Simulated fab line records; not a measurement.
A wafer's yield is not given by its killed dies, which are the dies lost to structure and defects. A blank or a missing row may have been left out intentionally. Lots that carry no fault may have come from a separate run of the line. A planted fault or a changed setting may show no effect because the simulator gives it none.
Chamber matching    flow n5-finfet    N5_MOL_CONTACT_COAG_ETCH_124 on rie-diel-04: 4 sister chambers
The step etches SiNx in CH3F/O2, stops on SiOC, target depth 6.5 nm. 20 wafers are shown with their chamber, then 10 later ones without.

WAFERS, EACH WITH ITS CHAMBER
wafer   chamber  drypump-motor-current-A (A)  showerhead-plenum-p-Torr (Torr)  throttle-valve-pct (%)
L081.2  3        5.5                          1.96                             16.44
L081.3  0        6.1                          2.07                             16.35
L081.6  0        6.1                          2.07                             16.37
L083.2  3        5.5                          1.96                             16.45
L083.3  0        6.1                          2.06                             16.37
L083.5  1        5.2                          1.93                             16.65
L084.2  3        5.5                          1.96                             16.47
L084.3  1        5.1                          1.93                             16.68
L084.5  3        5.5                          1.96                             16.46
L085.1  0        6.1                          2.06                             16.37
L085.4  3        5.5                          1.96                             16.45
L085.5  3        5.5                          1.96                             16.46
L087.1  1        5.1                          1.93                             16.67
L087.5  0        6.1                          2.06                             16.36
L087.6  3        5.5                          1.95                             16.49
L089.1  2        6.0                          1.97                             16.38
L089.3  0        6.1                          2.06                             16.39
L089.5  3        5.5                          1.95                             16.48
L093.2  1        5.1                          1.92                             16.70
L093.4  3        5.5                          1.95                             16.51

SIGNATURES (averages over the wafers above)
reading                   chamber 0  chamber 1  chamber 2  chamber 3  scatter within a chamber
drypump-motor-current-A   6.100      5.125      6.000      5.500      0.0217
showerhead-plenum-p-Torr  2.0633     1.9275     1.9700     1.9567     0.00505
throttle-valve-pct        16.3683    16.6750    16.3800    16.4678    0.0196
Rule: a wafer's distance from a chamber is the root of the sum, over the readings, of the square of ((its reading less the chamber's mean) divided by the reading's scatter). The wafer belongs to the nearest chamber; if the next one is less than 2 further off, it can't be placed. The scatter: the root of (the sum of the squares of (reading less its chamber's mean) over the shown wafers, divided by (wafers less chambers)).

WAFERS WITH NO CHAMBER GIVEN
wafer   drypump-motor-current-A (A)  showerhead-plenum-p-Torr (Torr)  throttle-valve-pct (%)
L093.5  5.2                          1.92                             16.70
L095.2  5.1                          1.92                             16.73
L095.5  5.5                          1.95                             16.51
L095.6  6.1                          2.06                             16.41
L096.2  5.1                          1.92                             16.70
L096.4  6.0                          1.97                             16.39
L096.5  5.5                          1.95                             16.52
L097.3  5.1                          1.92                             16.70
L097.4  5.5                          1.95                             16.51
L097.5  5.1                          1.92                             16.72

THE CHAMBER EACH PASSED THROUGH
wafer   from the rows above  in truth
L093.5  1                    1
L095.2  1                    1
L095.5  3                    3
L095.6  0                    0
L096.2  1                    1
L096.4  2                    2
L096.5  3                    3
L097.3  1                    1
L097.4  3                    3
L097.5  1                    1
10 of 10 placed correctly. Left unplaced by these rows: 0. Placed wrongly: 0.
